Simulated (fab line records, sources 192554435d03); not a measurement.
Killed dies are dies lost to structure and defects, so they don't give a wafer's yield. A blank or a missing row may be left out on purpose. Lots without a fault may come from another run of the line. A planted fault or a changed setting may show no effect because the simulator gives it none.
fab line records | flow n5_finfet
record lots=10 wafers=30 last_day=17
route steps=1938 shown BEOL_M5@1135 PASSIVATION@1936
lots that met no fault: from a run of the same line without faults
start_h: hours from the record's first day to the start of the lot's first wafer shown | wait_h: hours since the lot's step before | " the same as in the row above | L1.1+2: a row that stands for several wafers | - no value, or no start given | * or withheld: withheld | < > ~ a bound
route shown NAME@n: a module of which the file shows steps, and the number in the route of the first | usual: mean/standard deviation of fault-free wafers | same: alike in all rows | chamber/n: place in a boat | sites: the reading at each site | _std_site: their standard deviation | _edge_site: outer sites' mean less inner sites' | radius_mm: how far each site lies from the wafer's centre | mask NAME#n: copy n | behind: the tool/chamber that last shaped the wafer | hold: why the lot was held/for how many hours/how that ended | device: the transistor (n, p or np) that didn't switch | end of line: the same wafers' tests at the end of the route | a step without rows: its recipe alone | killed: dies lost to structure and defects at the first sort, not the wafer's yield | map: a wafer's dies, x killed, . not, _ none there
set.NAME: the setting as run; set.NAME@STEP: as run at that earlier step | model.NAME: the simulator's own value behind a step, which no gauge read
steps of the route over a sample of lots; a table a step, a row a wafer
services: from which hour (start_h, from the record's first day; less than 0 if before it) a tool's chamber was out of use, for how many hours, and why
## steps
# step N5_BEOL_M5_STRIP_64
# recipe chemistry=CF4 resist=SiARC power_w=300 bias_power_w=75 pressure_mtorr=50 cf4_flow_sccm=150 rf_frequency_hz=6e+07
# usual drypump_motor_current_A=5.8/0.53 oes_product_au=0.80/0.079 rf_vpp_V=271.8/1.6 showerhead_plenum_p_Torr=1.83/0.056 throttle_valve_pct=13.5/0.33
# columns lot.wafer tool chamber start_h wait_h drypump_motor_current_A oes_product_au rf_hours_counter_h rf_vpp_V showerhead_plenum_p_Torr throttle_valve_pct
L854.3 rie_diel-01 1 179.64 0.0 5.0 0.86 32 273.5 1.90 13.4
L854.4 " 2 " " 5.4 0.68 232 272.0 1.84 13.8
L854.6 " 1 " " 5.0 0.87 - 272.2 1.90 13.4
L856.4 rie_diel-06 3 180.43 0.0 6.1 0.91 - 272.4 1.83 13.0
L856.5 " 1 " " 5.9 0.91 - 273.5 1.83 13.2
L856.6 " 0 " " 5.0 0.85 - 273.8 1.89 13.3
L855.3 rie_diel-06 3 180.68 0.0 6.2 0.90 22 270.4 1.83 13.0
L855.4 " 0 " " 5.0 0.85 - 274.5 1.89 13.4
L855.6 " 3 " " 6.2 0.90 - 273.0 1.83 13.0
L862.1 rie_diel-06 1 220.97 0.0 5.9 0.89 25 272.9 1.82 13.2
L862.4 " 2 " " 6.3 0.70 210 267.7 1.71 14.1
L862.5 " 3 " " 6.1 0.88 - 272.9 1.83 13.0
L863.2 rie_diel-06 0 233.74 0.0 5.0 0.83 66 272.3 1.89 13.4
L863.4 " 3 " " 6.2 0.87 - 271.8 1.83 13.0
L863.6 " 0 " " 5.0 0.83 - 272.9 1.89 13.4
L866.2 rie_diel-01 1 251.06 0.0 5.0 0.82 54 273.2 1.90 13.5
L866.4 " 0 " " 6.7 0.73 189 273.0 1.85 13.6
L866.5 " 3 " " 5.7 0.81 - 269.4 1.75 13.4
L870.1 rie_diel-01 2 275.49 0.0 5.4 0.97 0 272.3 1.84 13.3
L870.2 " 3 " " 5.7 0.80 95 269.3 1.75 13.4
L870.4 " 0 " " 6.7 0.72 200 272.7 1.85 13.6
L872.1 rie_diel-06 0 290.10 0.0 5.0 0.81 86 274.4 1.88 13.4
L872.4 " 2 " " 6.4 0.69 235 269.1 1.70 14.2
L872.5 " 2 " " 6.4 0.69 - 270.2 1.70 14.1
L874.2 rie_diel-06 1 306.66 0.0 5.9 0.85 48 272.1 1.82 13.3
L874.4 " 0 " " 5.0 0.80 91 271.7 1.88 13.5
L874.6 " 0 " " 5.0 0.80 - 272.5 1.88 13.4
L876.4 rie_diel-03 0 313.76 0.0 5.2 0.70 218 271.2 1.84 13.4
L876.5 " 0 " " 5.2 0.69 - 270.5 1.84 13.4
L876.6 " 1 " " 5.9 0.71 - 272.9 1.84 13.8
# step N5_BEOL_M5_VIA_ETCH_34
# recipe chemistry=C4F6/O2 target=SiCOH_lowk target_depth_a=883 mask_material=SOC taper_deg=4 time_s=39.2 ion_energy_ev=250 pressure_mtorr=30 source_w=345 bias_w=185 Ar_flow_sccm=300 C4F6_flow_sccm=10 O2_flow_sccm=10
# usual bias_w=185.0/0.5 drypump_motor_current_A=5.7/0.44 oes_f_703_au=0.77/0.069 oes_product_au=0.76/0.071 rf_vpp_V=669/4.5 showerhead_plenum_p_Torr=2.92/0.059 throttle_valve_pct=20.78/0.19
# same time_s=39.2
# columns lot.wafer tool chamber start_h wait_h bias_w drypump_motor_current_A oes_f_703_au oes_product_au rf_hours_counter_h rf_vpp_V showerhead_plenum_p_Torr throttle_valve_pct
L854.3 rie_diel-03 2 180.48 0.0 185.9 6.0 0.73 0.73 189 673 2.93 20.86
L854.4 " 1 " " 184.7 5.9 0.74 0.75 183 672 2.95 20.97
L854.6 " 1 " " 184.6 5.9 0.74 0.75 - 670 2.95 20.96
L856.4 rie_diel-03 2 181.56 0.0 185.4 6.0 0.73 0.73 189 672 2.93 20.86
L856.5 " 3 " " 184.5 5.7 0.89 0.89 - 666 2.89 20.69
L856.6 " 2 " " 185.0 6.0 0.74 0.73 - 674 2.93 20.85
L855.3 rie_diel-03 0 181.95 0.0 185.4 5.3 0.73 0.73 171 674 2.95 20.53
L855.4 " 3 " " 183.6 5.7 0.89 0.90 26 667 2.89 20.69
L855.6 " 1 " " 185.1 5.9 0.73 0.74 - 673 2.95 20.96
L862.1 rie_diel-03 1 222.91 0.0 184.9 5.9 0.72 0.73 201 673 2.94 20.98
L862.4 " 0 " " 184.4 5.2 0.73 0.72 - 673 2.94 20.54
L862.5 " 2 " " 184.1 6.0 0.72 0.72 - 672 2.92 20.86
L863.2 rie_diel-03 1 235.10 0.0 185.7 5.9 0.72 0.73 206 672 2.94 21.01
L863.4 " 2 " " 185.2 6.0 0.72 0.71 - 673 2.92 20.90
L863.6 " 0 " " 185.8 5.2 0.72 0.71 - 672 2.94 20.55
L866.2 rie_diel-01 0 252.36 0.0 185.5 6.7 0.74 0.74 189 669 2.94 20.83
L866.4 " 1 " " 184.9 5.0 0.86 0.84 54 657 3.00 20.72
L866.5 " 2 " " 184.7 5.4 0.68 0.67 - 672 2.92 21.04
L870.1 rie_diel-03 2 277.11 0.0 219.7 6.0 0.72 0.72 227 769 2.91 20.91
L870.2 " 0 " " 185.1 5.3 0.71 0.70 206 671 2.93 20.58
L870.4 " 1 " " 184.6 5.9 0.72 0.72 219 671 2.93 21.03
L872.1 rie_diel-06 2 291.85 0.0 185.0 6.4 0.69 0.68 235 653 2.71 21.51
L872.4 " 3 " " 184.9 6.2 0.86 0.86 58 668 2.88 20.26
L872.5 " 0 " " 184.4 5.0 0.82 0.82 - 662 2.99 20.74
L874.2 rie_diel-01 3 307.90 0.0 185.2 5.7 0.78 0.80 103 666 2.75 20.66
L874.4 " 0 " " 184.6 6.7 0.72 0.72 211 669 2.93 20.87
L874.6 " 2 " " 185.2 5.4 0.95 0.95 - 672 2.91 20.73
L876.4 rie_diel-01 0 314.70 0.0 186.2 6.7 0.72 0.72 213 667 2.93 20.84
L876.5 " 0 " " 185.9 6.7 0.72 0.72 - 667 2.93 20.87
L876.6 " 3 " " 184.6 5.7 0.79 0.79 - 667 2.75 20.68
# step N5_BEOL_M5_STRIP_91
# recipe chemistry=N2/H2 time_s=10 power_w=450 temp_c=40 pressure_mtorr=20 rf_frequency_hz=6e+07 bias_power_w=7 n2_flow_sccm=200 h2_flow_sccm=200
# usual drypump_motor_current_A=5.7/0.44 oes_product_au=0.76/0.071 rf_vpp_V=59.5/0.86 showerhead_plenum_p_Torr=2.61/0.055 throttle_valve_pct=23.55/0.21
# same time_s=10
# columns lot.wafer tool chamber start_h wait_h drypump_motor_current_A oes_product_au rf_hours_counter_h rf_vpp_V showerhead_plenum_p_Torr throttle_valve_pct
L854.3 rie_diel-03 2 - - 6.0 0.72 189 60.2 2.63 23.68
L854.4 " 1 " " 5.9 0.75 184 59.2 2.63 23.72
L854.6 " 1 " " 5.9 0.75 - 59.3 2.63 23.74
L856.4 rie_diel-03 2 - - 6.0 0.73 189 60.0 2.63 23.70
L856.5 " 3 " " 5.7 0.90 - 60.5 2.60 23.61
L856.6 " 2 " " 6.0 0.73 - 58.7 2.63 23.67
L855.3 rie_diel-03 0 - - 5.3 0.74 171 59.0 2.63 23.37
L855.4 " 3 " " 5.7 0.89 26 59.6 2.60 23.62
L855.6 " 1 " " 5.9 0.74 - 59.8 2.63 23.72
L862.1 rie_diel-03 1 - - 6.0 0.74 201 58.5 2.62 23.73
L862.4 " 0 " " 5.3 0.72 - 59.0 2.63 23.36
L862.5 " 2 " " 6.0 0.72 - 59.4 2.62 23.72
L863.2 rie_diel-03 1 - - 5.9 0.73 206 59.4 2.62 23.75
L863.4 " 2 " " 6.0 0.72 - 60.0 2.62 23.73
L863.6 " 0 " " 5.3 0.71 - 59.1 2.63 23.39
L866.2 rie_diel-01 0 - - 6.7 0.73 189 58.7 2.62 23.45
L866.4 " 1 " " 5.0 0.85 55 60.4 2.70 23.38
L866.5 " 2 " " 5.4 0.66 - 59.9 2.61 23.77
L870.1 rie_diel-03 2 - - 6.0 0.70 227 58.9 2.62 23.72
L870.2 " 0 " " 5.3 0.70 206 59.4 2.62 23.40
L870.4 " 1 " " 5.9 0.72 219 59.1 2.61 23.78
L872.1 rie_diel-06 2 - - 6.4 0.69 235 56.6 2.40 24.25
L872.4 " 3 " " 6.2 0.87 58 59.3 2.58 22.95
L872.5 " 0 " " 5.0 0.81 - 60.5 2.67 23.17
L874.2 rie_diel-01 3 - - 5.7 0.81 103 58.0 2.46 23.41
L874.4 " 0 " " 6.7 0.72 211 60.4 2.61 23.48
L874.6 " 2 " " 5.4 0.94 - 60.9 2.60 23.53
L876.4 rie_diel-01 0 - - 6.7 0.72 213 60.3 2.61 23.50
L876.5 " 0 " " 6.7 0.72 - 58.2 2.61 23.49
L876.6 " 3 " " 5.8 0.80 - 57.8 2.46 23.42
# step N5_BEOL_M5_OCD_MEAS_38
# usual trench_depth_nm=71.4/1.1
# columns lot.wafer tool chamber start_h wait_h trench_depth_nm
L854.3 ocd-01 - 180.72 - 70.5
L854.4 " - " " 70.9
L854.6 " - " " 70.7
L856.4 ocd-02 - 181.80 - 71.9
L856.5 " - " " 71.4
L856.6 " - " " 71.7
L855.3 ocd-02 - 182.19 - 70.0
L855.4 " - " " 71.9
L855.6 " - " " 71.1
L862.1 ocd-02 - 223.15 - 69.5
L862.4 " - " " 69.6
L862.5 " - " " 70.5
L863.2 ocd-01 - 235.34 - 71.1
L863.4 " - " " 70.4
L863.6 " - " " 69.6
L866.2 ocd-02 - 252.60 - 71.1
L866.4 " - " " 73.0
L866.5 " - " " 71.9
L870.1 ocd-01 - 277.35 - 71.0
L870.2 " - " " 70.5
L870.4 " - " " 70.1
L872.1 ocd-01 - 292.09 - 69.7
L872.4 " - " " 71.8
L872.5 " - " " 72.7
L874.2 ocd-01 - 308.15 - 72.8
L874.4 " - " " 71.7
L874.6 " - " " 74.7
L876.4 ocd-01 - 314.95 - 71.7
L876.5 " - " " 70.4
L876.6 " - " " 72.0
# step N5_PASSIVATION_PROBE_49
# usual defect_limited_yield=91.3/1.3 killed_at_M0_to_M3=32/11 killed_at_M4_up=15/5.6 killed_at_contacts=12/6 killed_at_front_end=40/11 killed_at_other=3.5/2.6 killed_dies=102/15 killed_open=67/12 killed_short=34/7.3 sort_bin_5_function=5.1/0.85 sort_bin_6_memory=3.2/0.61 sort_n_pass=1078/15 sort_yield_pct=91.3/1.3
# same gross_dies=1180 killed_at_back_side=0 sort_bin_4_leakage[%]=0 sort_bin_8_speed[%]=0
# columns lot.wafer tool chamber start_h wait_h defect_limited_yield[%] killed_at_M0_to_M3 killed_at_M4_up killed_at_contacts killed_at_front_end killed_at_other killed_dies killed_open killed_short sort_bin_5_function[%] sort_bin_6_memory[%] sort_n_pass sort_yield_pct[%]
L854.3 prober-01 - 279.57 0.1 92.5 28 10 9 37 4 88 61 27 4.7 2.5 1092 92.5
L854.4 prober-01 - 279.62 0.2 90.9 19 8 7 68 5 107 71 36 5.1 3.4 1073 90.9
L854.6 prober-01 - 279.72 0.3 90.6 31 6 5 62 7 111 73 38 5.8 3.2 1069 90.6
L856.4 prober-02 - 288.26 0.5 92.7 27 8 11 38 2 86 49 37 4.9 2.1 1094 92.7
L856.5 prober-02 - 288.31 0.5 93.2 26 9 8 35 2 80 55 22 4.0 2.5 1100 93.2
L856.6 prober-02 - 288.36 0.6 92.9 28 14 5 37 0 84 61 21 4.3 2.5 1096 92.9
L862.1 prober-01 - 319.94 0.0 90.7 20 9 18 56 7 110 65 36 4.9 3.8 1070 90.7
L862.4 prober-01 - 320.09 0.2 90.3 42 9 18 44 2 115 66 47 6.4 2.9 1065 90.3
L862.5 prober-01 - 320.14 0.2 89.7 39 16 10 52 5 122 73 46 6.4 3.6 1058 89.7
L863.2 prober-02 - 335.83 0.1 91.8 24 21 12 34 6 97 63 29 4.2 3.4 1083 91.8
L863.4 prober-02 - 335.93 0.2 93.0 24 20 7 32 0 83 41 33 4.0 2.6 1097 93.0
L863.6 prober-02 - 336.03 0.3 92.5 33 15 7 32 1 88 51 35 4.2 2.8 1092 92.5
L872.1 prober-01 - 382.62 0.0 90.3 38 22 15 35 5 115 83 31 6.1 3.4 1065 90.3
L872.4 prober-01 - 382.77 0.2 89.8 35 18 22 41 4 120 81 38 5.7 3.7 1060 89.8
L872.5 prober-01 - 382.82 0.2 91.0 26 19 12 46 3 106 71 34 5.3 3.5 1074 91.0
# killed by level:class
L854.3 FIN_SAQP:geometric_particle:open=13 BEOL_M0_SAQP:geometric_particle:open=8 MOL_CONTACT_COAG:geometric_particle:open=7 BEOL_M3:geometric_particle:open=6 BEOL_M4:geometric_particle:open=6 FIN_SAQP:geometric_particle:short=5 DUMMY_GATE:geometric_particle:open=5 BEOL_M0_SAQP:geometric_particle:short=5
L854.4 FIN_SAQP:geometric_particle:open=20 FIN_SAQP:geometric_particle:short=10 STI_FIN_REVEAL:geometric_particle:open=9 DUMMY_GATE:geometric_particle:open=9 BEOL_M0_SAQP:geometric_particle:short=8 MOL_CONTACT_COAG:geometric_particle:open=6 STARTING-WAFER:geometric_particle:open=5 BEOL_M2:geometric_particle:open=4
L854.6 FIN_SAQP:geometric_particle:open=19 STI_FIN_REVEAL:geometric_particle:open=15 FIN_SAQP:geometric_particle:short=10 BEOL_M0_SAQP:geometric_particle:short=7 BEOL_M0_SAQP:geometric_particle:open=6 DUMMY_GATE:geometric_particle:short=5 BEOL_M2:geometric_particle:open=5 MOL_CONTACT_COAG:geometric_particle:open=4
L856.4 BEOL_M0_SAQP:geometric_particle:short=9 STI_FIN_REVEAL:geometric_particle:open=8 FIN_SAQP:geometric_particle:short=7 MOL_CONTACT_COAG:geometric_particle:open=7 BEOL_M0_SAQP:geometric_particle:open=6 BEOL_M1:geometric_particle:open=5 ILD0:geometric_particle:short=4 MOL_CONTACT_COAG:geometric_particle:short=4
L856.5 STI_FIN_REVEAL:geometric_particle:open=12 BEOL_M1:geometric_particle:open=10 MOL_CONTACT_COAG:geometric_particle:open=7 BEOL_M2:geometric_particle:open=5 STARTING-WAFER:geometric_particle:short=4 FIN_SAQP:geometric_particle:short=3 ILD0:geometric_particle:short=3 BEOL_M0_SAQP:geometric_particle:short=3
L856.6 STI_FIN_REVEAL:geometric_particle:open=11 BEOL_M1:geometric_particle:open=8 FIN_SAQP:geometric_particle:open=6 BEOL_M4:geometric_particle:open=6 MOL_CONTACT_COAG:geometric_particle:open=5 BEOL_M0_SAQP:geometric_particle:open=5 BEOL_M2:geometric_particle:open=5 STARTING-WAFER:geometric_particle:open=4
L862.1 MOL_CONTACT_COAG:geometric_particle:open=14 DUMMY_GATE:geometric_particle:open=11 BEOL_M0_SAQP:geometric_particle:short=9 FIN_SAQP:geometric_particle:open=8 GATE_CUT:geometric_particle:short=7 BEOL_M0_SAQP:geometric_particle:open=6 FIN_SAQP:geometric_particle:short=5 STI_FIN_REVEAL:geometric_particle:open=5
L862.4 BEOL_M0_SAQP:geometric_particle:short=21 MOL_CONTACT_COAG:geometric_particle:open=14 FIN_SAQP:geometric_particle:open=10 BEOL_M3:geometric_particle:open=10 BEOL_M0_SAQP:geometric_particle:open=9 STI_FIN_REVEAL:geometric_particle:open=8 FIN_SAQP:geometric_particle:short=6 MOL_CONTACT_COAG:geometric_particle:short=4
L862.5 BEOL_M0_SAQP:geometric_particle:short=16 FIN_SAQP:geometric_particle:short=12 FIN_SAQP:geometric_particle:open=10 BEOL_M0_SAQP:geometric_particle:open=10 MOL_CONTACT_COAG:geometric_particle:open=8 STI_FIN_REVEAL:geometric_particle:open=7 DUMMY_GATE:geometric_particle:open=6 BEOL_M2:geometric_particle:open=6
L863.2 MOL_CONTACT_COAG:geometric_particle:open=11 FIN_SAQP:geometric_particle:short=9 BEOL_M0_SAQP:geometric_particle:open=9 BEOL_M3:geometric_particle:open=8 BEOL_M4:geometric_particle:open=6 FIN_SAQP:geometric_particle:open=4 BEOL_M4:geometric_particle:short=4 PASS1_CAP:geometric_particle:open=4
L863.4 FIN_SAQP:geometric_particle:short=12 BEOL_M4:geometric_particle:open=6 BEOL_M0_SAQP:geometric_particle:short=6 BEOL_M0_SAQP:geometric_particle:open=6 FIN_SAQP:geometric_particle:open=5 MOL_CONTACT_COAG:geometric_particle:open=5 BEOL_M3:geometric_particle:open=5 STARTING-WAFER:geometric_particle:short=5
L863.6 FIN_SAQP:geometric_particle:short=12 BEOL_M3:geometric_particle:open=10 BEOL_M0_SAQP:geometric_particle:short=9 BEOL_M4:geometric_particle:open=8 BEOL_M0_SAQP:geometric_particle:open=7 ILD0:geometric_particle:open=5 FIN_SAQP:geometric_particle:open=4 MOL_CONTACT_COAG:geometric_particle:short=4
L872.1 MOL_CONTACT_COAG:geometric_particle:open=13 FIN_SAQP:geometric_particle:open=12 BEOL_M4:geometric_particle:open=12 STI_FIN_REVEAL:geometric_particle:open=7 BEOL_M0_SAQP:geometric_particle:open=7 FIN_SAQP:geometric_particle:short=6 BEOL_M1:geometric_particle:open=6 BEOL_M4:geometric_particle:short=6
L872.4 MOL_CONTACT_COAG:geometric_particle:open=19 FIN_SAQP:geometric_particle:open=10 STI_FIN_REVEAL:geometric_particle:open=8 BEOL_M3:geometric_particle:open=8 BEOL_M4:geometric_particle:open=8 FIN_SAQP:geometric_particle:short=7 BEOL_M1:geometric_particle:open=6 BEOL_M2:geometric_particle:open=6
L872.5 FIN_SAQP:geometric_particle:open=10 BEOL_M1:geometric_particle:open=10 FIN_SAQP:geometric_particle:short=9 MOL_CONTACT_COAG:geometric_particle:open=9 DUMMY_GATE:geometric_particle:open=6 BEOL_M3:geometric_particle:open=6 BEOL_M4:geometric_particle:open=5 STI_FIN_REVEAL:geometric_particle:open=4
## services
# columns tool chamber start_h hours kind
rie_diel-01 3 163.44 4.6 repair
rie_diel-06 2 178.70 3.8 repair
rie_diel-01 0 184.02 9.1 repair
rie_diel-01 2 185.47 12.7 repair
rie_diel-03 3 194.87 4.1 repair
rie_diel-03 3 202.36 63.7 repair
rie_diel-06 1 228.58 18.5 repair
rie_diel-01 2 252.57 - clean
rie_diel-01 2 252.57 - consumable_replace:focus_ring
rie_diel-01 2 252.57 22.7 scheduled_down
rie_diel-01 2 252.57 22.7 vent_cycle
rie_diel-03 1 262.53 4.8 repair
rie_diel-01 3 277.69 5.4 repair
## key
first_sign step=N5_BEOL_M5_VIA_ETCH_34 reading=bias_w direction=up sigmas=70 usual=* struck=*
effect step=N5_BEOL_M5_VIA_ETCH_34 reading=rf_vpp_V direction=up sigmas=22 usual=669 struck=769
met_at N5_BEOL_M5_VIA_ETCH_34
struck_lots L870
struck_wafers L870.1
not_acting_at N5_BEOL_M5_STRIP_64,N5_BEOL_M5_STRIP_91,N5_BEOL_M5_OCD_MEAS_38
onset_between 235.10 277.11
fault kind=process_parameter_drift tool=rie_diel-03 chamber=2 onset_h=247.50 steps=N5_BEOL_M5_VIA_ETCH_34 channel=bias_w offset=* shape=step end_h=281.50 acts_in=* stated=*
